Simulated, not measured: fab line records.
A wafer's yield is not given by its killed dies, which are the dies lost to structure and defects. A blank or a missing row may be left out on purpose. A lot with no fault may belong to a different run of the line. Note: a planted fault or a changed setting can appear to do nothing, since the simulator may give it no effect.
The same fault as seen by 2 desks | flow nand harc | every desk sees just its own numbers, and what lay behind them comes last

AT THE TOOL OWNER'S DESK: rie diel-02
The tool's own readings at NHARC_A_CONTACT_ETCH_110 (etches the open film in CF4/O2, target depth 50 nm, overetch 5 nm, time 27.5 s): means of the sampled wafers that have a number, for each lot that ran on this tool. Marked OUT: a lot whose mean sits more than 4 standard deviations from the usual mean, which makes it out of limits; the brackets give that distance.
Columns: A = cf4 flow sccm at NHARC_A_CONTACT_ETCH_110, usual 80.01 sccm; B = drypump motor current A at NHARC_A_CONTACT_ETCH_110, usual 5.6 A; C = oes product au at NHARC_A_CONTACT_ETCH_110, usual 1.000 a.u.; D = rf fwd power W at NHARC_A_CONTACT_ETCH_110, usual 294.4 W; E = rf vpp V at NHARC_A_CONTACT_ETCH_110, usual 198.3 V; F = showerhead plenum p Torr at NHARC_A_CONTACT_ETCH_110, usual 1.35 Torr; G = throttle valve pct at NHARC_A_CONTACT_ETCH_110, usual 13.397 %
lot  | first seen here | A     | B   | C                | D     | E     | F    | G
L186 | day 17 03:08    | 79.80 | 5.4 | 0.998            | 293.4 | 199.1 | 1.38 | 13.402
L191 | day 17 17:56    | 79.93 | 5.4 | 1.003            | 293.5 | 198.7 | 1.38 | 13.396
L193 | day 18 22:49    | 80.06 | 5.7 | 0.998            | 295.0 | 196.9 | 1.34 | 13.387
L195 | day 19 10:43    | 79.93 | 5.3 | 0.923 (-9.3) OUT | 294.7 | 198.2 | 1.38 | 13.400
L197 | day 19 23:17    | 80.06 | 5.5 | 0.954 (-5.6) OUT | 294.7 | 197.2 | 1.33 | 13.400
L209 | day 23 05:21    | 80.21 | 5.7 | 0.999            | 293.8 | 199.1 | 1.36 | 13.394
Finding of this desk: L195, L197 out of limits; the first was L195 at day 19 10:43, on oes product au at NHARC_A_CONTACT_ETCH_110. In limits: L186, L191, L193, L209.

THE DEFECT DESK
Inspection counts along the route, by lot: the mean over sampled wafers that carry a number. Marked OUT: a lot whose mean sits more than 4 standard deviations from the usual mean, which makes it out of limits; the brackets give that distance.
Columns: A = raw defect count at NHARC_A_CONTACT_INSPECT_23, usual 397
lot  | first seen here | A
L186 | day 17 12:05    | 316
L187 | day 17 14:58    | 363
L191 | day 17 21:16    | 268
L193 | day 19 04:13    | 339
L195 | day 19 17:55    | 397
L197 | day 20 05:31    | 415
L199 | day 20 10:35    | 370
L198 | day 21 02:31    | 381
L205 | day 21 15:22    | 373
L204 | day 21 16:32    | 465
L207 | day 23 08:56    | 448
L208 | day 23 09:41    | 486
L209 | day 23 10:25    | 416
Result from this desk: across the 13 lots, nothing is out of limits.

PUT TOGETHER
At day 19 10:43, on L195, L197, the tool owner's desk was in a position to raise an alarm.
No out-of-limits result turned up at the defect desk.
The defect desk has L195, L197 on record, within its limits.
On rie diel-02, each named lot ran NHARC_A_CONTACT_ETCH_110.

WHAT THE SIMULATOR HAD PUT IN
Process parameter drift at NHARC_A_CONTACT_ETCH_110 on rie diel-02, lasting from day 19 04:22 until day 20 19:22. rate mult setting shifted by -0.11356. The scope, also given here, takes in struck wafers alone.
Shown lots that were struck: L195, L197.
Each desk's first reading out of limits, in hours after the fault started: the tool owner's desk, 6.
